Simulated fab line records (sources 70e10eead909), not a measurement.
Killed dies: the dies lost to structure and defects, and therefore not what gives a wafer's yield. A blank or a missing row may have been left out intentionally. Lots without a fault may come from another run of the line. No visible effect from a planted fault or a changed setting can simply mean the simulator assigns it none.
fab line records -- flow nand_harc
record: lots: 6, wafers: 18, last_day: 24
route steps=1159 shown P_CONTACT@234
lots that met no fault: from a run of the same line without faults
start_h: start of the lot's first displayed wafer, in hours after the record's first day -- wait_h: hours from the lot's prior step to this one -- " as in the row above -- L1.1+2: a single row standing in for several wafers -- - no value, or no start given -- * or withheld: withheld -- < > ~ a bound
route shown NAME@n: names a module that has steps shown in the file, with the first one's number in the route -- usual: mean/standard deviation taken from wafers without a fault -- same: alike in all rows -- chamber/n: place in a boat -- sites: per-site readings -- _std_site: how widely they spread, as a standard deviation -- _edge_site: inner sites' mean taken away from outer sites' mean -- radius_mm: for every site, how far away it sits from the centre of the wafer -- mask NAME#n: copy n -- behind: the tool/chamber that last shaped the wafer -- hold: the reason the lot was held/the length of the hold in hours/how it ended -- device: the transistor (n, p or np) that didn't switch -- end of line: at the end of the route, the tests of the same wafers -- a step with no rows: only its recipe -- killed: count of dies lost to structure and defects at first sort (not the wafer's yield) -- map: a wafer's dies, x killed, . not, _ none there
set.NAME: the run value of the setting; set.NAME@STEP: its run value at that earlier step -- model.NAME: the simulator's own value behind a step, which no gauge read
lots seen at some steps along the route; tables by step, rows by wafer
services: when a tool's chamber went out of use (start_h, in hours from the record's first day, below 0 if earlier), for how many hours, and the reason
== steps ==
step: NHARC_P_CONTACT_INSPECT_14
usual: raw_defect_count: 3.4/2
lot.wafer,tool,chamber,start_h,wait_h,raw_defect_count
L581.2,defect_inspect-02,-,129.73,0.0,6
L581.4,defect_inspect-02,-,129.73,0.0,2
L581.5,defect_inspect-02,-,129.73,0.0,1
L584.1,defect_inspect-01,-,147.47,0.0,6
L584.5,defect_inspect-01,-,147.47,0.0,3
L584.6,defect_inspect-01,-,147.47,0.0,3
L591.1,defect_inspect-01,-,187.32,0.0,4
L591.5,defect_inspect-01,-,187.32,0.0,5
L591.6,defect_inspect-01,-,187.32,0.0,4
L596.2,defect_inspect-01,-,222.05,0.0,1
L596.4,defect_inspect-01,-,222.05,0.0,1
L596.6,defect_inspect-01,-,222.05,0.0,1
L597.1,defect_inspect-01,-,230.66,0.0,1
L597.3,defect_inspect-01,-,230.66,0.0,0
L597.5,defect_inspect-01,-,230.66,0.0,5
L600.3,defect_inspect-01,-,238.52,0.0,2
L600.4,defect_inspect-01,-,238.52,0.0,4
L600.6,defect_inspect-01,-,238.52,0.0,4
step: NHARC_P_CONTACT_DESCUM_17
recipe: time_s: 3, o2_flow_sccm: 200, ar_flow_sccm: 0, bias_power_w: 0, chemistry: O2
usual: drypump_motor_current_A: 5.7/0.5, oes_product_au: 0.996/0.011, rf_vpp_V: 57.8/0.85, showerhead_plenum_p_Torr: 1.91/0.071, throttle_valve_pct: 11.313/0.01
lot.wafer,tool,chamber,start_h,wait_h,drypump_motor_current_A,oes_product_au,rf_hours_counter_h,rf_vpp_V,showerhead_plenum_p_Torr,throttle_valve_pct
L581.4,rie_diel-11,3,129.80,0.1,5.8,0.998,13,59.3,1.95,11.297
L581.2,rie_diel-11,0,129.80,0.1,6.6,0.980,13,57.1,1.81,11.299
L581.5,rie_diel-11,2,129.80,0.1,5.8,1.003,-,58.5,1.98,11.319
L584.1,rie_diel-11,2,147.56,0.1,5.8,1.004,14,58.6,1.98,11.325
L584.5,rie_diel-11,3,147.56,0.1,5.8,0.995,-,58.2,1.95,11.312
L584.6,rie_diel-11,0,147.56,0.1,6.6,0.986,-,57.0,1.81,11.321
L591.1,rie_diel-11,1,187.39,0.1,5.7,0.974,15,57.1,1.93,11.309
L591.6,rie_diel-11,0,187.39,0.1,6.6,0.989,-,56.1,1.81,11.315
L591.5,rie_diel-11,1,187.39,0.1,5.7,0.975,-,58.9,1.93,11.295
L596.4,rie_diel-07,3,222.12,0.1,5.3,1.001,17,57.2,1.95,11.314
L596.2,rie_diel-07,1,222.12,0.1,4.9,1.011,16,58.4,1.82,11.300
L596.6,rie_diel-07,2,222.12,0.1,5.4,0.984,-,57.4,1.86,11.302
L597.3,rie_diel-11,2,230.73,0.1,5.8,0.988,4,58.9,1.97,11.294
L597.1,rie_diel-11,0,230.73,0.1,6.5,0.982,4,57.1,1.81,11.320
L597.5,rie_diel-11,1,230.73,0.1,5.7,0.987,-,57.2,1.93,11.313
L600.3,rie_diel-06,0,238.58,0.1,5.1,1.001,54,58.3,1.85,11.301
L600.4,rie_diel-06,1,238.58,0.1,6.0,1.006,58,57.3,1.93,11.314
L600.6,rie_diel-06,0,238.58,0.1,5.1,1.002,-,58.8,1.85,11.298
step: NHARC_P_CONTACT_ETCH_35
recipe: target_depth_a: 390, over_etch_frac: 0.3, time_s: 65, ion_energy_ev: 80, cf4_flow_sccm: 150, ar_flow_sccm: 0, rf_w: 300, bias_w: 100, chemistry: CF4
usual: drypump_motor_current_A: 5.7/0.51, oes_product_au: 0.996/0.01, rf_vpp_V: 151.2/1.2, showerhead_plenum_p_Torr: 1.76/0.061, throttle_valve_pct: 13.284/0.0086
lot.wafer,tool,chamber,start_h,wait_h,drypump_motor_current_A,oes_product_au,rf_hours_counter_h,rf_vpp_V,showerhead_plenum_p_Torr,throttle_valve_pct
L581.4,rie_diel-11,3,129.88,0.1,5.8,0.982,13,151.8,1.80,13.273
L581.2,rie_diel-11,1,129.88,0.1,5.7,0.987,8,151.3,1.79,13.290
L581.5,rie_diel-11,2,129.88,0.1,5.8,0.995,-,152.9,1.82,13.273
L584.1,rie_diel-11,1,147.62,0.1,5.7,0.976,11,151.2,1.78,13.278
L584.6,rie_diel-11,0,147.62,0.1,6.5,0.989,-,150.3,1.68,13.284
L584.5,rie_diel-11,1,147.62,0.1,5.7,0.973,-,149.9,1.79,13.281
L591.1,rie_diel-11,1,187.49,0.1,5.7,0.985,15,150.2,1.78,13.273
L591.5,rie_diel-11,2,187.49,0.1,5.8,1.005,-,150.8,1.82,13.295
L591.6,rie_diel-11,3,187.49,0.1,5.8,0.992,-,151.5,1.80,13.290
L596.4,rie_diel-07,3,222.20,0.1,5.3,0.992,17,151.8,1.80,13.279
L596.2,rie_diel-07,0,222.20,0.1,6.3,1.002,16,152.8,1.84,13.285
L596.6,rie_diel-07,3,222.20,0.1,5.3,0.988,-,153.3,1.80,13.274
L597.1,rie_diel-11,0,230.81,0.1,6.6,0.991,4,150.8,1.68,13.285
L597.3,rie_diel-11,1,230.81,0.1,5.7,0.985,4,153.1,1.78,13.277
L597.5,rie_diel-11,1,230.81,0.1,5.7,0.989,-,152.0,1.78,13.272
L600.4,rie_diel-06,1,238.67,0.1,6.0,0.995,58,149.5,1.79,13.285
L600.3,rie_diel-06,3,238.67,0.1,6.0,1.000,56,148.6,1.66,13.278
L600.6,rie_diel-06,1,238.67,0.1,6.0,1.008,-,151.5,1.79,13.266
step: NHARC_P_CONTACT_ETCH_36
recipe: target_depth_a: 2600, over_etch_frac: 0.25, time_s: 406.25, ion_energy_ev: 200, n2_flow_sccm: 150, h2_flow_sccm: 150, ar_flow_sccm: 0, rf_w: 400, bias_w: 150, chemistry: N2/H2
usual: drypump_motor_current_A: 5.7/0.5, oes_product_au: 0.995/0.01, rf_vpp_V: 430.4/2.2, showerhead_plenum_p_Torr: 2.03/0.077, throttle_valve_pct: 14.170/0.0089
lot.wafer,tool,chamber,start_h,wait_h,drypump_motor_current_A,oes_product_au,rf_hours_counter_h,rf_vpp_V,showerhead_plenum_p_Torr,throttle_valve_pct
L581.2,rie_diel-11,1,-,-,5.7,0.978,9,430.6,2.06,14.169
L581.4,rie_diel-11,2,-,-,5.8,0.999,13,432.2,2.11,14.169
L581.5,rie_diel-11,0,-,-,6.6,0.980,-,427.0,1.93,14.164
L584.1,rie_diel-11,1,-,-,5.7,0.992,11,430.3,2.06,14.147
L584.5,rie_diel-11,3,-,-,5.8,0.991,-,431.1,2.08,14.173
L584.6,rie_diel-11,0,-,-,6.6,0.981,-,427.3,1.93,14.181
L591.1,rie_diel-11,0,-,-,6.5,0.994,20,427.7,1.92,14.174
L591.6,rie_diel-11,1,-,-,5.7,0.985,-,429.6,2.06,14.169
L591.5,rie_diel-11,2,-,-,5.8,1.004,-,432.9,2.11,14.171
L596.2,rie_diel-07,2,-,-,5.4,0.990,16,428.7,1.98,14.187
L596.4,rie_diel-07,3,-,-,5.3,1.007,17,431.8,2.08,14.171
L596.6,rie_diel-07,2,-,-,5.4,0.992,-,429.0,1.98,14.166
L597.3,rie_diel-11,3,-,-,5.8,0.970,4,430.8,2.08,14.183
L597.1,rie_diel-11,2,-,-,5.8,0.990,4,431.9,2.11,14.172
L597.5,rie_diel-11,3,-,-,5.8,0.984,-,429.7,2.08,14.174
L600.4,rie_diel-06,0,-,-,5.1,1.004,54,430.0,1.97,14.163
L600.3,rie_diel-06,1,-,-,6.0,1.010,58,432.0,2.06,14.166
L600.6,rie_diel-06,1,-,-,6.0,1.012,-,431.5,2.06,14.157
step: NHARC_P_CONTACT_ETCH_18
recipe: target_depth_a: 4810, time_s: 240.5, c4f8_flow_sccm: 20, o2_flow_sccm: 10, ar_flow_sccm: withheld, rf_w: 600, bias_w: 1500, chemistry: C4F8/O2/Ar
usual: oes_product_au: 0.960/0.016, rf_vpp_V: 978/5.1
lot.wafer,tool,chamber,start_h,wait_h,oes_product_au,rf_hours_counter_h,rf_vpp_V
L581.2,rie_diel-11,3,-,-,0.949,13,980
L581.4,rie_diel-11,1,-,-,0.960,9,980
L581.5,rie_diel-11,3,-,-,0.947,-,981
L584.1,rie_diel-11,1,-,-,0.950,11,979
L584.5,rie_diel-11,0,-,-,0.944,-,970
L584.6,rie_diel-11,1,-,-,0.948,-,980
L591.1,rie_diel-11,2,-,-,0.972,19,983
L591.6,rie_diel-11,0,-,-,0.956,-,971
L591.5,rie_diel-11,1,-,-,0.942,-,980
L596.2,rie_diel-07,0,-,-,0.979,16,986
L596.4,rie_diel-07,2,-,-,0.955,16,973
L596.6,rie_diel-07,1,-,-,0.988,-,972
L597.3,rie_diel-11,0,-,-,0.942,4,971
L597.1,rie_diel-11,1,-,-,0.932,4,981
L597.5,rie_diel-11,0,-,-,0.958,-,970
L600.3,rie_diel-06,0,-,-,0.963,54,974
L600.4,rie_diel-06,1,-,-,0.953,58,980
L600.6,rie_diel-06,3,-,-,0.990,-,969
step: NHARC_P_CONTACT_STRIP_37
recipe: c4f8_flow_sccm: withheld, o2_flow_sccm: 8, ar_flow_sccm: withheld, bias_w: 0, chemistry: C4F8/O2/Ar
step: NHARC_P_CONTACT_ETCH_31
recipe: target_depth_a: 300, time_s: 85.7, ion_energy_ev: 120, over_etch_frac: 1, ch3f_flow_sccm: 50, o2_flow_sccm: 30, ar_flow_sccm: 200, rf_w: 500, bias_w: 100, chemistry: CH3F/O2
step: NHARC_P_CONTACT_CD_MEAS_19
usual: cd_nm: 90.3/1.7
lot.wafer,tool,chamber,start_h,wait_h,cd_nm
L581.2,cd_sem-02,-,130.80,-,88.1
L581.4,cd_sem-02,-,130.80,-,91.4
L581.5,cd_sem-02,-,130.80,-,90.2
L584.1,cd_sem-03,-,148.41,-,89.8
L584.5,cd_sem-03,-,148.41,-,90.0
L584.6,cd_sem-03,-,148.41,-,91.4
L591.1,cd_sem-03,-,188.25,-,89.2
L591.5,cd_sem-03,-,188.25,-,90.9
L591.6,cd_sem-03,-,188.25,-,87.7
L596.2,cd_sem-02,-,222.98,-,89.4
L596.4,cd_sem-02,-,222.98,-,89.5
L596.6,cd_sem-02,-,222.98,-,91.4
L597.1,cd_sem-03,-,231.60,-,91.9
L597.3,cd_sem-03,-,231.60,-,91.3
L597.5,cd_sem-03,-,231.60,-,90.8
L600.3,cd_sem-02,-,239.46,-,91.5
L600.4,cd_sem-02,-,239.46,-,89.3
L600.6,cd_sem-02,-,239.46,-,92.5
step: NHARC_P_CONTACT_STRIP_28
recipe: o2_flow_sccm: 500, ar_flow_sccm: 0, bias_w: 0, chemistry: O2
step: NHARC_P_CONTACT_STRIP_29
recipe: time_s: 1200, temp_c: 72.5, chemistry: post_etch_residue_remover
step: NHARC_P_CONTACT_DEGAS_38
recipe: temp_c: 300, time_s: 60
usual: heater_power_w: 439/35
lot.wafer,tool,chamber,start_h,wait_h,heater_power_w
L581.2,pvd_sputter-02,-,131.53,-,441
L581.4,pvd_sputter-02,-,131.53,-,450
L581.5,pvd_sputter-02,-,131.53,-,417
L584.1,pvd_sputter-02,-,149.15,-,423
L584.6,pvd_sputter-02,-,149.15,-,425
L584.5,pvd_sputter-02,-,149.15,-,453
L591.1,pvd_sputter-01,-,188.97,-,466
L591.6,pvd_sputter-01,-,188.97,-,441
L591.5,pvd_sputter-01,-,188.97,-,446
L596.4,pvd_sputter-01,-,223.72,-,449
L596.2,pvd_sputter-01,-,223.72,-,517
L596.6,pvd_sputter-01,-,223.72,-,488
L597.3,pvd_sputter-03,-,232.33,-,443
L597.1,pvd_sputter-03,-,232.33,-,454
L597.5,pvd_sputter-03,-,232.33,-,381
L600.3,pvd_sputter-03,-,240.19,-,464
L600.4,pvd_sputter-03,-,240.19,-,419
L600.6,pvd_sputter-03,-,240.19,-,436
step: NHARC_P_CONTACT_PRE_CLEAN_39
recipe: time_s: 19.5, bias_v: 250, gas: Ar
step: NHARC_P_CONTACT_PVD_32
recipe: target_thk_a: 50, chamber_pressure_pa: 5, power_w: 5000, substrate_temp_c: 200, time_s: 17.7, material: Ti
usual: cathode_dc_power_W: 5000.0/0.95, chamber_pressure_pa: 5.004/0.01, throttle_valve_pct: 29.7/0.87
lot.wafer,tool,chamber,start_h,wait_h,cathode_dc_power_W,chamber_pressure_pa,throttle_valve_pct
L581.4,pvd_sputter-02,-,131.65,-,4999.5,5.010,29.9
L581.2,pvd_sputter-02,-,131.65,-,5001.0,4.994,29.0
L581.5,pvd_sputter-02,-,131.65,-,5000.9,5.006,29.7
L584.1,pvd_sputter-02,-,149.25,-,5000.6,5.010,29.9
L584.5,pvd_sputter-02,-,149.25,-,5000.8,5.009,30.0
L584.6,pvd_sputter-02,-,149.25,-,5000.3,5.021,29.6
L591.1,pvd_sputter-01,-,189.11,-,4999.5,5.018,30.5
L591.6,pvd_sputter-01,-,189.11,-,4999.4,4.998,29.1
L591.5,pvd_sputter-01,-,189.11,-,5000.2,5.009,28.7
L596.4,pvd_sputter-01,-,223.83,-,-,-,-
L596.2,pvd_sputter-01,-,223.83,-,-,-,-
L596.6,pvd_sputter-01,-,223.83,-,-,-,-
L597.3,pvd_sputter-03,-,232.48,-,-,-,-
L597.1,pvd_sputter-03,-,232.48,-,-,-,-
L597.5,pvd_sputter-03,-,232.48,-,-,-,-
L600.3,pvd_sputter-03,-,240.32,-,5000.2,5.000,28.8
L600.4,pvd_sputter-03,-,240.32,-,5002.1,5.000,28.6
L600.6,pvd_sputter-03,-,240.32,-,4999.0,5.004,28.4
step: NHARC_P_CONTACT_ALD_22
recipe: target_thk_a: 30, pulse_time_s: 1, ald_cycles: 150, temp_c: 450, material: TiN
== services ==
tool,chamber,start_h,hours,kind
rie_diel-11,0,119.55,-,clean
rie_diel-11,1,119.55,-,clean
rie_diel-11,2,119.55,-,clean
rie_diel-11,3,119.55,-,clean
pvd_sputter-01,-,120.94,9.4,repair
pvd_sputter-03,-,132.23,4.0,repair
rie_diel-06,-,133.90,0.8,repair
rie_diel-11,0,144.05,-,clean
rie_diel-11,1,144.05,-,clean
rie_diel-11,2,144.05,-,clean
rie_diel-11,3,144.05,-,clean
rie_diel-06,1,145.27,9.8,repair
pvd_sputter-01,-,158.00,10.0,pm
rie_diel-11,0,168.55,-,clean
rie_diel-11,1,168.55,-,clean
rie_diel-11,2,168.55,-,clean
rie_diel-06,0,177.21,19.9,repair
pvd_sputter-03,-,181.42,3.0,repair
rie_diel-11,-,189.50,9.0,pm
pvd_sputter-01,-,195.19,0.7,repair
pvd_sputter-01,-,213.99,1.0,repair
pvd_sputter-02,-,214.05,10.0,pm
rie_diel-06,3,225.42,3.6,repair
rie_diel-07,-,228.20,9.0,pm
== key ==
first_sign: step: NHARC_P_CONTACT_PVD_32, reading: tool_record, direction: missing
effect none on later readings
met_at NHARC_P_CONTACT_PVD_32
struck_wafers L596.2,L596.4,L596.6,L597.1,L597.3,L597.5
sort_left_out L596.2,L596.4,L596.6,L597.1,L597.3,L597.5
tester_left_out L596,L597
onset_between 189.11 223.83
fault: kind: skipped_step_whole, tool: pvd_sputter-01,pvd_sputter-03, chamber: -, onset_h: 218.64, steps: NHARC_P_CONTACT_PVD_32, scope: struck_lots_only
tester_left_out: of these lots the tester's yield and bins aren't shown, on N5 and GAA mostly nor the transistor test; their killed dies are dies lost to structure and defects alone, not to doping, threshold or leakage, so they don't give the yield
sort_left_out: the simulated sort isn't trusted on such a fault, so these wafers' sort isn't shown, and their yield isn't known
